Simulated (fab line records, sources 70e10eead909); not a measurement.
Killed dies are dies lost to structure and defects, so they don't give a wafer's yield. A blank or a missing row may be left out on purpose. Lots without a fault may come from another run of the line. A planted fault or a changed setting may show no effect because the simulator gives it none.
fab line records | flow nand_harc
record lots=23 wafers=69 last_day=24
route steps=1159 shown P_BONDPAD@369 A_CHANNEL_FILL_D1@500 A_STAIRCASE@533
lots that met no fault: from a run of the same line without faults
start_h: hours from the record's first day to the start of the lot's first wafer shown | wait_h: hours since the lot's step before | " the same as in the row above | L1.1+2: a row that stands for several wafers | - no value, or no start given | * or withheld: withheld | < > ~ a bound
route shown NAME@n: a module of which the file shows steps, and the number in the route of the first | usual: mean/standard deviation of fault-free wafers | same: alike in all rows | chamber/n: place in a boat | sites: the reading at each site | _std_site: their standard deviation | _edge_site: outer sites' mean less inner sites' | radius_mm: how far each site lies from the wafer's centre | mask NAME#n: copy n | behind: the tool/chamber that last shaped the wafer | hold: why the lot was held/for how many hours/how that ended | device: the transistor (n, p or np) that didn't switch | end of line: the same wafers' tests at the end of the route | a step without rows: its recipe alone | killed: dies lost to structure and defects at the first sort, not the wafer's yield | map: a wafer's dies, x killed, . not, _ none there
set.NAME: the setting as run; set.NAME@STEP: as run at that earlier step | model.NAME: the simulator's own value behind a step, which no gauge read
steps of the route over a sample of lots; a table a step, a row a wafer
services: from which hour (start_h, from the record's first day; less than 0 if before it) a tool's chamber was out of use, for how many hours, and why
## steps
# step NHARC_P_BONDPAD_ETCH_12
# recipe target_depth_a=2000 time_s=100 chf3_flow_sccm=50 o2_flow_sccm=10 ar_flow_sccm=200 rf_w=500 bias_w=200 chemistry=CHF3/O2
# usual bias_w=200.0/0.6 drypump_motor_current_A=5.3/0.5 oes_product_au=0.942/0.02 rf_vpp_V=369.9/2.6 showerhead_plenum_p_Torr=2.36/0.11 throttle_valve_pct=20.573/0.0091
# columns lot.wafer tool chamber start_h wait_h bias_w drypump_motor_current_A oes_product_au rf_hours_counter_h rf_vpp_V showerhead_plenum_p_Torr throttle_valve_pct
L074.1 rie_diel-03 2 - - 200.5 5.8 0.931 7 368.0 2.24 20.576
L074.6 " 0 " " 200.2 4.8 0.929 - 373.8 2.48 20.565
L074.5 " 1 " " 199.6 4.6 0.927 - 372.5 2.42 20.571
L075.1 rie_diel-08 1 - - 200.4 5.2 0.959 0 371.4 2.48 20.576
L075.4 " 3 " " 199.9 5.6 0.954 0 368.3 2.36 20.571
L075.2 " 0 " " 200.0 6.0 0.966 0 373.9 2.52 20.553
L077.1 rie_diel-03 1 - - 198.8 4.6 0.903 10 370.5 2.42 20.567
L077.5 " 1 " " 199.3 4.6 0.917 - 371.0 2.42 20.568
L077.6 " 2 " " 199.2 5.8 0.919 - 367.2 2.24 20.592
L076.2 rie_diel-03 2 - - 198.6 5.8 0.932 10 366.1 2.24 20.572
L076.4 " 0 " " 200.5 4.9 0.926 11 371.9 2.48 20.559
L076.6 " 2 " " 199.9 5.8 0.929 - 367.6 2.24 20.568
L079.3 rie_diel-03 0 - - 200.1 4.8 0.960 11 372.1 2.48 20.564
L079.1 " 1 " " 200.0 4.6 0.965 10 369.6 2.42 20.584
L079.2 " 2 " " 200.1 5.8 0.978 10 368.5 2.24 20.569
L080.2 rie_diel-03 1 - - 199.7 4.6 0.912 13 372.5 2.42 20.566
L080.6 " 2 " " 199.5 5.8 0.945 - 367.3 2.24 20.569
L080.5 " 3 " " 201.6 5.6 0.941 - 367.2 2.25 20.581
L082.1 rie_diel-03 1 - - 200.2 4.6 0.924 13 370.4 2.41 20.580
L082.3 " 2 " " 198.9 5.8 0.930 13 367.6 2.24 20.582
L082.6 " 3 " " 200.6 5.6 0.935 - 366.5 2.25 20.581
L081.1 rie_diel-03 3 - - 199.7 5.5 0.962 13 367.3 2.25 20.586
L081.5 " 3 " " 200.0 5.5 0.954 - 368.4 2.25 20.575
L081.6 " 0 " " 200.6 4.8 0.955 - 373.8 2.48 20.578
L083.4 rie_diel-03 3 - - 199.4 5.6 0.926 14 367.0 2.25 20.582
L083.5 " 2 " " 200.6 5.8 0.923 - 367.7 2.24 20.583
L083.6 " 3 " " 199.4 5.6 0.918 - 367.7 2.25 20.576
L084.4 rie_diel-03 2 - - 200.7 5.8 0.928 15 366.1 2.24 20.560
L084.1 " 1 " " 199.9 4.6 0.941 15 369.8 2.41 20.592
L084.6 " 3 " " 200.3 5.6 0.925 - 368.5 2.25 20.583
L085.4 rie_diel-03 3 - - 199.9 5.6 0.954 15 366.2 2.25 20.579
L085.2 " 0 " " 199.3 4.9 0.965 16 369.8 2.48 20.577
L085.6 " 2 " " 200.9 5.8 0.955 - 367.1 2.24 20.557
L086.2 rie_diel-03 3 - - 199.5 5.6 0.926 15 366.8 2.25 20.588
L086.5 " 3 " " 200.5 5.5 0.925 - 366.3 2.25 20.590
L086.6 " 0 " " 200.5 4.8 0.928 - 372.8 2.48 20.581
L087.1 rie_diel-05 3 - - 199.3 6.3 0.923 17 371.5 2.44 20.572
L087.4 " 2 " " 200.2 5.6 0.928 17 371.4 2.42 20.586
L087.6 " 0 " " 200.1 6.1 0.922 - 374.8 2.56 20.563
L089.4 rie_diel-05 0 - - 200.2 6.1 0.965 15 375.0 2.56 20.576
L089.3 " 1 " " 200.6 5.9 0.964 15 373.2 2.54 20.567
L089.6 " 2 " " 200.2 5.6 0.989 - 371.8 2.42 20.560
L088.4 rie_diel-08 3 - - 199.5 5.7 0.968 33 369.9 2.35 20.588
L088.3 " 0 " " 200.2 6.0 0.954 32 372.1 2.51 20.567
L088.5 " 1 " " 199.9 5.2 0.946 - 372.3 2.47 20.583
L090.1 rie_diel-03 1 - - 199.7 4.7 0.979 1 371.0 2.41 20.567
L090.5 " 0 " " 200.2 4.9 0.962 - 372.5 2.48 20.583
L090.6 " 1 " " 199.4 4.6 0.978 - 371.7 2.41 20.586
L091.1 rie_diel-03 3 - - 199.2 5.6 0.957 1 367.3 2.25 20.566
L091.3 " 0 " " 200.3 4.8 0.946 1 372.4 2.48 20.567
L091.6 " 0 " " 200.9 4.9 0.948 - 372.7 2.48 20.564
L093.1 rie_diel-03 3 - - 199.7 5.6 0.958 3 367.3 2.24 20.577
L093.4 " 0 " " 200.5 4.9 0.974 3 371.6 2.48 20.562
L093.2 " 1 " " 199.6 4.6 0.977 3 371.8 2.41 20.569
L095.1 rie_diel-03 0 - - 200.1 4.8 0.928 3 371.9 2.48 20.577
L095.6 " 0 " " 200.6 4.8 0.929 - 372.7 2.48 20.560
L095.5 " 1 " " 199.8 4.6 0.934 - 372.0 2.41 20.564
L092.1 rie_diel-03 0 - - 200.0 4.9 0.923 3 372.8 2.48 20.573
L092.5 " 1 " " 199.5 4.6 0.933 - 370.5 2.41 20.569
L092.6 " 2 " " 199.8 5.8 0.924 - 366.1 2.24 20.567
L094.2 rie_diel-03 2 - - 199.6 5.7 0.923 3 367.2 2.24 20.569
L094.3 " 1 " " 200.3 4.6 0.928 4 371.2 2.41 20.573
L094.6 " 2 " " 199.2 5.7 0.929 - 366.5 2.24 20.585
L096.3 rie_diel-03 3 - - 199.6 5.6 0.968 4 368.1 2.24 20.578
L096.4 " 1 " " 200.3 4.6 0.941 4 371.2 2.41 20.584
L096.6 " 0 " " 199.7 4.8 0.948 - 373.9 2.48 20.588
L097.3 rie_diel-03 3 - - 200.3 5.5 0.921 4 367.2 2.24 20.570
L097.5 " 0 " " 198.9 4.8 0.931 - 371.7 2.48 20.569
L097.6 " 1 " " 200.4 4.6 0.920 - 370.8 2.41 20.580
# step NHARC_A_CHANNEL_FILL_D1_ETCHBACK_20
# recipe target_depth_a=270 time_s=13.5 c4f8_flow_sccm=withheld o2_flow_sccm=8 ar_flow_sccm=withheld rf_w=600 bias_w=1500 chemistry=C4F8/O2/Ar
# usual bias_w=1500/4.4 oes_product_au=0.96/0.038 rf_vpp_V=978/5.8
# columns lot.wafer tool chamber start_h wait_h bias_w oes_product_au rf_hours_counter_h rf_vpp_V
L074.1 rie_diel-02 2 200.18 - 1503 1.00 2 984
L074.5 " 3 " " 1503 1.01 - 978
L074.6 " 0 " " 1502 1.01 - 972
L075.1 rie_diel-01 2 213.53 - 1497 1.00 2 973
L075.4 " 3 " " 1498 0.99 2 983
L075.2 " 0 " " 1492 0.99 2 970
L076.2 rie_diel-02 1 221.60 - 1497 1.01 2 985
L076.4 " 2 " " 1500 1.00 2 982
L076.6 " 1 " " 1501 1.00 - 985
L077.1 rie_diel-06 0 221.60 - 1496 0.91 30 977
L077.6 " 3 " " 1497 0.92 - 984
L077.5 " 0 " " 1496 0.92 - 977
L079.3 rie_diel-02 2 230.20 - 1503 1.00 3 982
L079.2 " 3 " " 1501 1.00 3 975
L079.1 " 0 " " 1506 1.00 3 972
L082.3 rie_diel-01 3 257.68 - 1496 1.00 3 983
L082.1 " 0 " " 1498 1.00 3 972
L082.6 " 0 " " 1493 1.01 - 971
L080.2 rie_diel-06 2 257.71 - 1503 1.00 1 985
L080.5 " 3 " " 1507 0.99 - 986
L080.6 " 0 " " 1496 1.01 - 977
L081.1 rie_diel-02 0 257.79 - 1496 0.92 4 972
L081.6 " 1 " " 1496 0.93 - 985
L081.5 " 2 " " 1495 0.92 - 981
L083.4 rie_diel-01 1 263.54 - 1498 0.94 3 985
L083.5 " 1 " " 1499 0.93 - 984
L083.6 " 2 " " 1501 0.93 - 972
L084.1 rie_diel-02 2 272.03 - 1504 0.92 4 982
L084.4 " 0 " " 1505 0.91 4 974
L084.6 " 2 " " 1506 0.93 - 982
L086.2 rie_diel-02 0 279.75 - 1493 0.91 4 974
L086.5 " 0 " " 1496 0.93 - 973
L086.6 " 1 " " 1496 0.93 - 984
L085.4 rie_diel-06 3 279.77 - 1508 0.99 6 985
L085.2 " 0 " " 1504 1.00 4 977
L085.6 " 1 " " 1509 1.00 - 969
L089.3 rie_diel-02 0 301.18 - 1501 1.00 5 972
L089.4 " 1 " " 1498 1.01 5 984
L089.6 " 0 " " 1500 1.01 - 972
L087.4 rie_diel-01 0 301.21 - 1505 0.93 4 969
L087.1 " 2 " " 1492 0.93 4 972
L087.6 " 3 " " 1500 0.93 - 982
L091.3 rie_diel-01 3 304.76 - 1506 0.93 4 983
L091.1 " 1 " " 1503 0.92 4 986
L091.6 " 0 " " 1502 0.92 - 969
L088.4 rie_diel-06 0 304.76 - 1497 1.00 10 976
L088.3 " 2 " " 1501 1.00 12 985
L088.5 " 1 " " 1495 0.99 - 969
L090.1 rie_diel-02 3 304.82 - 1506 0.93 5 974
L090.6 " 0 " " 1499 0.94 - 972
L090.5 " 1 " " 1507 0.94 - 985
L095.1 rie_diel-02 2 321.32 - 1502 0.93 5 981
L095.6 " 2 " " 1511 0.93 - 983
L095.5 " 0 " " 1506 0.93 - 971
L093.2 rie_diel-02 2 321.40 - 1503 0.93 5 982
L093.1 " 0 " " 1500 0.92 6 972
L093.4 " 2 " " 1503 0.92 - 983
L092.1 rie_diel-06 0 326.32 - 1499 1.00 14 977
L092.5 " 0 " " 1499 1.00 - 975
L092.6 " 1 " " 1495 0.99 - 968
L094.3 rie_diel-02 1 326.32 - 1499 0.93 6 984
L094.2 " 3 " " 1505 0.95 6 976
L094.6 " 1 " " 1499 0.92 - 985
L097.3 rie_diel-06 0 339.01 - 1504 0.94 16 978
L097.5 " 3 " " 1501 0.91 - 985
L097.6 " 0 " " 1502 0.93 - 977
L096.4 rie_diel-01 0 339.02 - 1506 0.99 0 969
L096.3 " 1 " " 1505 1.00 0 985
L096.6 " 3 " " 1503 1.01 - 983
# step NHARC_A_CHANNEL_FILL_D1_INSPECT_13
# usual raw_defect_count=308/120
# columns lot.wafer tool chamber start_h wait_h raw_defect_count
L074.1 defect_inspect-01 - 224.49 0.2 345
L074.5 " - " " 544
L074.6 " - " " 402
L075.1 defect_inspect-01 - 240.80 0.2 225
L075.2 " - " " 218
L075.4 " - " " 252
L077.1 defect_inspect-02 - 245.24 0.2 217
L077.5 " - " " 224
L077.6 " - " " 176
L079.1 defect_inspect-02 - 256.55 0.2 410
L079.2 " - " " 188
L079.3 " - " " 207
L076.2 defect_inspect-01 - 256.55 0.1 351
L076.4 " - " " 365
L076.6 " - " " 434
L080.2 defect_inspect-02 - 281.61 0.1 254
L080.5 " - " " 331
L080.6 " - " " 513
L082.1 defect_inspect-01 - 281.76 0.2 520
L082.3 " - " " 663
L082.6 " - " " 298
L081.1 defect_inspect-02 - 281.91 0.2 311
L081.5 " - " " 184
L081.6 " - " " 309
L083.4 defect_inspect-02 - 287.36 0.1 408
L083.5 " - " " 328
L083.6 " - " " 292
L084.1 defect_inspect-02 - 298.62 0.2 377
L084.4 " - " " 372
L084.6 " - " " 546
L086.2 defect_inspect-01 - 304.85 0.3 188
L086.5 " - " " 354
L086.6 " - " " 197
L085.2 defect_inspect-01 - 305.01 0.1 342
L085.4 " - " " 340
L085.6 " - " " 285
L087.1 defect_inspect-01 - 325.26 0.2 333
L087.4 " - " " 230
L087.6 " - " " 240
L089.3 defect_inspect-01 - 325.44 0.1 172
L089.4 " - " " 207
L089.6 " - " " 292
L090.1 defect_inspect-02 - 330.08 0.2 321
L090.5 " - " " 312
L090.6 " - " " 293
L091.1 defect_inspect-01 - 330.08 0.2 194
L091.3 " - " " 461
L091.6 " - " " 216
L088.3 defect_inspect-01 - 330.25 0.1 339
L088.4 " - " " 199
L088.5 " - " " 233
L095.1 defect_inspect-01 - 345.53 0.2 243
L095.5 " - " " 212
L095.6 " - " " 199
L093.1 defect_inspect-02 - 345.53 0.2 392
L093.2 " - " " 376
L093.4 " - " " 420
L092.1 defect_inspect-02 - 350.45 0.2 214
L092.5 " - " " 280
L092.6 " - " " 206
L094.2 defect_inspect-01 - 350.45 0.1 207
L094.3 " - " " 267
L094.6 " - " " 337
L096.3 defect_inspect-01 - 362.83 0.1 272
L096.4 " - " " 366
L096.6 " - " " 254
L097.3 defect_inspect-02 - 362.85 0.1 482
L097.5 " - " " 228
L097.6 " - " " 302
# step NHARC_A_STAIRCASE_STRIP_171
# recipe power_w=1500 temp_c=250 chemistry=O2
# usual drypump_motor_current_A=5.8/0.55 heater_power_w=330/25 temp_c=250.01/0.18
# columns lot.wafer tool chamber start_h wait_h drypump_motor_current_A heater_power_w rf_hours_counter_h temp_c
L074.1 plasma_asher-02 0 226.19 - 5.2 302 11 250.04
L074.5 " 1 " " 6.4 349 - 250.24
L074.6 " 0 " " 5.2 313 - 249.91
L075.1 plasma_asher-02 0 242.26 - 5.2 302 17 249.94
L075.2 " 1 " " 6.4 355 17 249.78
L075.4 " 1 " " 6.4 348 - 249.99
L077.1 plasma_asher-02 0 247.06 - 5.2 311 18 249.87
L077.5 " 0 " " 5.2 311 - 250.05
L077.6 " 1 " " 6.4 343 - 250.61
L079.2 plasma_asher-01 0 257.93 - 5.4 317 54 249.85
L079.1 " 1 " " 6.2 345 54 249.92
L079.3 " 1 " " 6.1 349 - 249.94
L076.2 plasma_asher-02 0 258.13 - 5.2 316 22 250.23
L076.4 " 1 " " 6.4 350 - 249.98
L076.6 " 0 " " 5.2 304 - 249.96
L080.2 plasma_asher-02 0 282.85 - 5.2 294 31 249.94
L080.6 " 0 " " 5.2 312 - 249.60
L080.5 " 1 " " 6.4 347 - 249.98
L082.1 plasma_asher-02 1 283.14 - 6.4 351 32 249.96
L082.3 " 1 " " 6.4 344 - 249.82
L082.6 " 0 " " 5.2 304 - 250.04
L081.1 plasma_asher-02 1 283.59 - 6.4 352 32 250.05
L081.5 " 0 " " 5.2 301 - 250.05
L081.6 " 1 " " 6.4 354 - 249.95
L083.4 plasma_asher-01 0 289.28 - 5.3 303 - 250.22
L083.5 " 0 " " 5.4 303 - 250.17
L083.6 " 1 " " 6.1 368 - 250.00
L084.1 plasma_asher-02 1 300.04 - 6.4 349 38 250.30
L084.4 " 1 " " 6.4 349 - 250.02
L084.6 " 0 " " 5.2 299 - 250.03
L086.2 plasma_asher-02 1 306.32 - 6.4 344 40 250.02
L086.5 " 1 " " 6.4 356 - 249.59
L086.6 " 0 " " 5.2 311 - 250.14
L085.2 plasma_asher-01 0 306.62 - 5.4 311 8 249.87
L085.4 " 0 " " 5.4 301 - 249.93
L085.6 " 1 " " 6.1 361 - 250.01
L087.1 plasma_asher-02 1 326.50 - 6.4 344 45 250.09
L087.4 " 0 " " 5.2 309 - 249.88
L087.6 " 0 " " 5.3 307 - 250.06
L089.4 plasma_asher-01 0 326.90 - 5.4 316 - 250.10
L089.3 " 1 " " 6.1 364 - 250.32
L089.6 " 0 " " 5.4 301 - 250.19
L090.1 plasma_asher-02 0 331.59 - 5.2 302 46 250.09
L090.5 " 0 " " 5.2 311 - 249.78
L090.6 " 1 " " 6.4 361 - 249.71
L091.1 plasma_asher-02 0 331.92 - 5.2 304 46 249.82
L091.3 " 0 " " 5.2 302 - 249.92
L091.6 " 1 " " 6.4 349 - 249.86
L088.3 plasma_asher-02 1 332.25 - 6.4 346 - 249.89
L088.4 " 0 " " 5.2 314 - 249.88
L088.5 " 1 " " 6.4 349 - 250.13
L095.1 plasma_asher-02 1 347.16 - 6.4 340 53 250.17
L095.6 " 1 " " 6.4 351 - 250.35
L095.5 " 0 " " 5.2 306 - 250.26
L093.1 plasma_asher-02 0 347.44 - 5.2 316 53 250.14
L093.2 " 1 " " 6.4 350 53 250.07
L093.4 " 0 " " 5.2 305 - 249.92
L092.1 plasma_asher-02 1 351.93 - 6.4 345 55 249.95
L092.5 " 0 " " 5.2 302 - 249.99
L092.6 " 1 " " 6.4 354 - 250.34
L094.2 plasma_asher-02 0 352.16 - 5.2 305 55 249.85
L094.3 " 1 " " 6.4 354 - 250.02
L094.6 " 1 " " 6.4 349 - 249.96
L096.3 plasma_asher-01 0 364.62 - 5.4 306 - 249.96
L096.4 " 1 " " 6.1 363 - 250.12
L096.6 " 0 " " 5.4 315 - 250.00
L097.3 plasma_asher-01 0 364.95 - 5.4 299 - 250.14
L097.5 " 1 " " 6.1 373 - 249.96
L097.6 " 0 " " 5.4 305 - 250.03
# step NHARC_A_STAIRCASE_TRIM_12
# recipe time_s=211.2 o2_flow_sccm=500 ar_flow_sccm=0 bias_w=0 chemistry=O2
# usual drypump_motor_current_A=5.9/0.32 oes_product_au=0.999/0.0074 rf_vpp_V=57.8/0.87 showerhead_plenum_p_Torr=3.57/0.13 throttle_valve_pct=17.037/0.0082
# same bias_w=0
# columns lot.wafer tool chamber start_h wait_h drypump_motor_current_A oes_product_au rf_hours_counter_h rf_vpp_V showerhead_plenum_p_Torr throttle_valve_pct
L074.1 rie_diel-13 2 227.86 0.1 5.8 1.007 51 59.2 3.57 17.034
L074.5 " 1 " " 6.3 1.005 - 57.2 3.45 17.025
L074.6 " 2 " " 5.8 1.001 - 58.4 3.57 17.033
L075.1 rie_diel-08 0 243.76 0.1 6.0 1.000 39 58.2 3.68 17.037
L075.2 " 1 " " 5.2 1.002 40 57.7 3.62 17.050
L075.4 " 2 " " 5.6 1.000 32 60.0 3.38 17.038
L077.1 rie_diel-05 0 249.63 0.4 6.1 0.998 28 57.7 3.75 17.034
L077.6 " 3 " " 6.3 1.007 - 57.0 3.57 17.033
L077.5 " 0 " " 6.1 1.006 - 58.5 3.75 17.040
L079.1 rie_diel-05 0 259.54 0.1 6.1 1.000 32 59.0 3.75 17.032
L079.3 " 2 " " 5.6 1.005 32 57.9 3.55 17.039
L079.2 " 3 " " 6.3 1.001 33 58.5 3.57 17.026
L076.2 rie_diel-13 1 259.70 0.1 6.2 0.987 64 57.7 3.45 17.045
L076.4 " 2 " " 5.8 0.994 61 57.8 3.57 17.027
L076.6 " 2 " " 5.8 1.000 - 57.4 3.57 17.043
L080.2 rie_diel-08 2 284.33 0.1 5.6 0.998 46 58.4 3.37 17.028
L080.5 " 2 " " 5.6 0.991 - 56.6 3.37 17.025
L080.6 " 3 " " 5.7 1.001 - 58.9 3.44 17.045
L082.3 rie_diel-08 2 284.74 0.1 5.6 0.984 46 57.2 3.37 17.027
L082.1 " 3 " " 5.7 0.997 53 58.2 3.44 17.043
L082.6 " 2 " " 5.6 0.991 - 57.4 3.37 17.033
L081.1 rie_diel-13 1 285.27 0.1 6.3 0.997 0 58.7 3.44 17.043
L081.5 " 0 " " 5.9 0.994 - 57.3 3.81 17.022
L081.6 " 1 " " 6.2 0.999 - 56.2 3.44 17.027
L083.4 rie_diel-05 2 290.90 0.1 5.7 1.008 - 58.1 3.54 17.038
L083.5 " 3 " " 6.2 0.990 - 57.7 3.56 17.041
L083.6 " 1 " " 5.9 1.004 - 58.4 3.71 17.018
L084.1 rie_diel-08 3 301.63 0.2 5.7 0.994 61 56.0 3.44 17.049
L084.4 " 0 " " 6.0 0.988 63 58.7 3.67 17.041
L084.6 " 3 " " 5.7 0.997 - 57.9 3.44 17.042
L086.2 rie_diel-05 2 307.81 0.1 5.6 1.002 49 56.6 3.54 17.043
L086.5 " 0 " " 6.1 1.011 - 57.7 3.74 17.027
L086.6 " 1 " " 5.9 1.002 - 57.1 3.70 17.045
L085.2 rie_diel-13 0 308.18 0.1 5.9 0.994 9 58.5 3.80 17.042
L085.4 " 1 " " 6.2 1.000 9 58.1 3.44 17.047
L085.6 " 1 " " 6.3 1.008 - 57.4 3.44 17.033
L087.1 rie_diel-13 2 328.01 0.1 5.8 1.008 14 58.6 3.55 17.035
L087.4 " 3 " " 6.4 0.996 18 56.9 3.65 17.035
L087.6 " 1 " " 6.3 0.998 - 57.4 3.44 17.018
L089.3 rie_diel-08 0 328.43 0.1 6.0 1.006 5 56.8 3.66 17.031
L089.6 " 1 " " 5.2 0.996 - 58.5 3.61 17.038
L089.4 " 2 " " 5.6 1.000 - 58.2 3.36 17.039
L090.1 rie_diel-05 3 333.08 0.1 6.2 0.996 58 58.3 3.55 17.033
L090.6 " 3 " " 6.3 1.001 - 57.2 3.55 17.037
L090.5 " 0 " " 6.1 1.011 - 59.2 3.74 17.034
L091.1 rie_diel-13 1 333.48 0.1 6.3 0.994 19 58.6 3.43 17.042
L091.3 " 0 " " 5.9 1.002 19 59.1 3.80 17.035
L091.6 " 2 " " 5.8 1.009 - 57.6 3.55 17.056
L088.3 rie_diel-05 0 333.79 0.1 6.1 1.003 56 59.4 3.74 17.017
L088.4 " 1 " " 5.9 1.002 55 57.5 3.70 17.031
L088.5 " 3 " " 6.2 0.993 - 57.2 3.55 17.034
L095.1 rie_diel-08 1 348.66 0.1 5.2 0.997 13 57.4 3.61 17.029
L095.5 " 1 " " 5.2 0.992 - 58.6 3.61 17.045
L095.6 " 2 " " 5.6 1.004 - 58.4 3.36 17.024
L093.2 rie_diel-08 2 349.08 0.1 5.6 0.990 14 57.9 3.36 17.046
L093.4 " 0 " " 6.0 0.989 13 57.5 3.66 17.033
L093.1 " 1 " " 5.2 0.992 13 59.2 3.61 17.020
L092.1 rie_diel-08 0 353.53 0.1 6.0 0.998 17 56.7 3.66 17.045
L092.6 " 1 " " 5.2 0.994 - 58.2 3.60 17.047
L092.5 " 2 " " 5.6 0.995 - 57.3 3.36 17.034
L094.3 rie_diel-13 3 353.66 0.1 6.3 0.993 27 59.9 3.64 17.043
L094.2 " 0 " " 5.9 0.983 27 57.3 3.79 17.024
L094.6 " 2 " " 5.8 0.996 - 58.8 3.55 17.037
L096.3 rie_diel-08 2 366.13 0.1 5.6 0.987 21 56.6 3.36 17.035
L096.4 " 1 " " 5.2 0.992 21 58.2 3.60 17.036
L096.6 " 3 " " 5.7 0.990 - 56.3 3.42 17.024
L097.3 rie_diel-05 2 366.31 0.1 5.7 1.004 6 56.8 3.53 17.033
L097.5 " 1 " " 5.9 1.000 - 58.9 3.69 17.029
L097.6 " 2 " " 5.6 1.011 - 56.7 3.53 17.018
# step NHARC_A_STAIRCASE_TRIM_24
# recipe time_s=211.2 o2_flow_sccm=500 ar_flow_sccm=0 bias_w=0 chemistry=O2
# usual drypump_motor_current_A=5.9/0.32 oes_product_au=0.998/0.0068 rf_vpp_V=58.0/0.86 showerhead_plenum_p_Torr=3.59/0.13 throttle_valve_pct=17.036/0.0087
# same bias_w=0
# columns lot.wafer tool chamber start_h wait_h drypump_motor_current_A oes_product_au rf_hours_counter_h rf_vpp_V showerhead_plenum_p_Torr throttle_valve_pct
L074.1 rie_diel-05 0 - - 6.1 1.001 22 59.7 3.76 17.034
L074.6 " 2 " " 5.6 1.003 - 58.0 3.55 17.029
L074.5 " 3 " " 6.3 1.006 - 57.9 3.57 17.039
L075.4 rie_diel-08 0 - - 6.0 1.001 39 58.4 3.68 17.036
L075.1 " 2 " " 5.6 0.996 33 57.5 3.38 17.026
L075.2 " 3 " " 5.7 0.996 40 56.5 3.45 17.040
L077.1 rie_diel-13 0 - - 5.9 0.995 63 56.7 3.29 17.040
L077.6 " 0 " " 5.9 0.999 - 57.1 3.29 17.044
L077.5 " 1 " " 6.2 1.003 - 59.0 3.45 17.028
L076.4 rie_diel-13 0 - - 5.9 1.008 65 57.8 3.28 17.040
L076.2 " 3 " " 6.3 0.992 26 57.1 3.66 17.036
L076.6 " 0 " " 5.9 0.996 - 56.8 3.28 17.030
L079.1 rie_diel-05 1 - - 5.9 1.000 34 58.3 3.71 17.034
L079.3 " 2 " " 5.6 1.001 34 59.1 3.55 17.027
L079.2 " 3 " " 6.3 1.001 35 57.7 3.57 17.048
L080.2 rie_diel-08 2 - - 5.6 0.996 47 57.5 3.37 17.035
L080.5 " 2 " " 5.6 0.997 - 55.4 3.37 17.016
L080.6 " 3 " " 5.7 1.003 - 57.6 3.44 17.040
L082.3 rie_diel-13 2 - - 5.8 1.004 1 58.6 3.56 17.016
L082.1 " 1 " " 6.3 0.996 1 57.6 3.44 17.036
L082.6 " 3 " " 6.3 0.992 - 58.0 3.65 17.040
L081.1 rie_diel-08 2 - - 5.6 0.993 47 57.4 3.37 17.034
L081.5 " 0 " " 6.0 0.995 - 57.8 3.67 17.032
L081.6 " 1 " " 5.2 0.984 - 59.0 3.61 17.046
L083.6 rie_diel-08 3 - - 5.7 0.998 - 58.2 3.44 17.043
L083.4 " 0 " " 6.0 0.995 - 59.4 3.67 17.026
L083.5 " 2 " " 5.6 0.995 - 58.2 3.37 17.032
L084.4 rie_diel-13 3 - - 6.3 0.996 7 58.2 3.65 17.059
L084.1 " 1 " " 6.3 0.997 8 57.8 3.44 17.045
L084.6 " 0 " " 5.9 0.991 - 57.4 3.80 17.048
L086.2 rie_diel-05 2 - - 5.6 0.993 50 58.4 3.54 17.056
L086.6 " 3 " " 6.2 0.987 - 59.0 3.56 17.038
L086.5 " 0 " " 6.1 0.994 - 57.3 3.74 17.040
L085.2 rie_diel-08 0 - - 6.0 1.000 1 57.3 3.67 17.031
L085.4 " 3 " " 5.7 1.000 1 58.5 3.44 17.044
L085.6 " 0 " " 6.0 0.996 - 57.4 3.67 17.039
L087.4 rie_diel-13 2 - - 5.8 1.002 14 58.0 3.55 17.029
L087.1 " 3 " " 6.4 0.993 18 57.6 3.65 17.033
L087.6 " 1 " " 6.3 1.007 - 57.9 3.43 17.016
L089.3 rie_diel-13 0 - - 5.8 0.991 18 58.9 3.80 17.026
L089.4 " 1 " " 6.2 1.006 18 57.0 3.43 17.028
L089.6 " 3 " " 6.4 1.000 - 58.2 3.65 17.025
L090.1 rie_diel-08 2 - - 5.6 1.001 9 58.3 3.36 17.027
L090.5 " 0 " " 6.0 1.007 - 58.5 3.66 17.036
L090.6 " 1 " " 5.2 0.989 - 58.8 3.61 17.015
L091.3 rie_diel-13 2 - - 5.8 1.005 16 57.8 3.55 17.040
L091.1 " 3 " " 6.3 0.994 20 57.9 3.64 17.035
L091.6 " 2 " " 5.8 0.997 - 57.6 3.55 17.043
L088.3 rie_diel-05 0 - - 6.1 1.004 57 57.3 3.74 17.038
L088.4 " 1 " " 5.9 1.003 57 57.1 3.70 17.051
L088.5 " 0 " " 6.1 1.001 - 57.9 3.74 17.035
L095.1 rie_diel-05 2 - - 5.6 1.011 0 57.8 3.53 17.030
L095.5 " 0 " " 6.1 0.988 - 57.6 3.73 17.047
L095.6 " 1 " " 5.9 0.989 - 57.6 3.69 17.028
L093.1 rie_diel-05 3 - - 6.2 0.987 2 56.9 3.55 17.030
L093.4 " 0 " " 6.1 0.995 2 58.6 3.73 17.056
L093.2 " 1 " " 5.9 0.998 2 58.5 3.69 17.032
L094.2 rie_diel-08 1 - - 5.2 0.982 18 58.7 3.60 17.029
L094.3 " 2 " " 5.6 0.992 17 58.3 3.36 17.025
L094.6 " 1 " " 5.2 0.997 - 57.5 3.60 17.025
L092.1 rie_diel-05 1 - - 5.9 1.003 2 57.9 3.69 17.042
L092.6 " 2 " " 5.6 1.003 - 58.4 3.53 17.038
L092.5 " 3 " " 6.3 0.995 - 58.1 3.55 17.031
L096.4 rie_diel-13 0 - - 5.9 0.987 33 58.5 3.79 17.035
L096.3 " 2 " " 5.8 1.005 31 58.2 3.54 17.038
L096.6 " 0 " " 5.9 0.998 - 58.8 3.79 17.037
L097.3 rie_diel-05 2 - - 5.6 1.007 7 57.6 3.53 17.045
L097.5 " 1 " " 5.9 1.003 - 59.1 3.69 17.036
L097.6 " 2 " " 5.6 1.005 - 57.7 3.53 17.038
## services
# columns tool chamber start_h hours kind
rie_diel-08 - 125.09 9.0 pm
rie_diel-13 3 135.60 88.1 repair
rie_diel-08 1 145.86 2.9 repair
rie_diel-02 - 150.70 9.0 pm
rie_diel-08 2 152.10 4.1 repair
rie_diel-05 - 164.39 9.0 pm
rie_diel-08 2 166.92 11.7 repair
rie_diel-02 - 180.35 0.4 repair
rie_diel-13 2 181.36 1.6 repair
plasma_asher-02 - 183.65 9.0 pm
rie_diel-08 2 188.28 1.8 repair
rie_diel-13 2 191.41 6.1 repair
rie_diel-13 - 193.39 0.4 repair
rie_diel-03 - 215.33 9.0 pm
rie_diel-13 1 219.31 4.5 repair
rie_diel-08 - 219.92 0.8 repair
plasma_asher-02 - 232.42 1.0 repair
rie_diel-03 0 234.57 6.3 repair
rie_diel-13 3 261.93 3.9 repair
rie_diel-05 1 263.63 6.6 repair
rie_diel-13 - 276.14 9.0 pm
rie_diel-08 3 325.44 4.3 repair
rie_diel-05 - 341.54 9.0 pm
plasma_asher-02 - 360.65 9.0 pm
## key
fault none
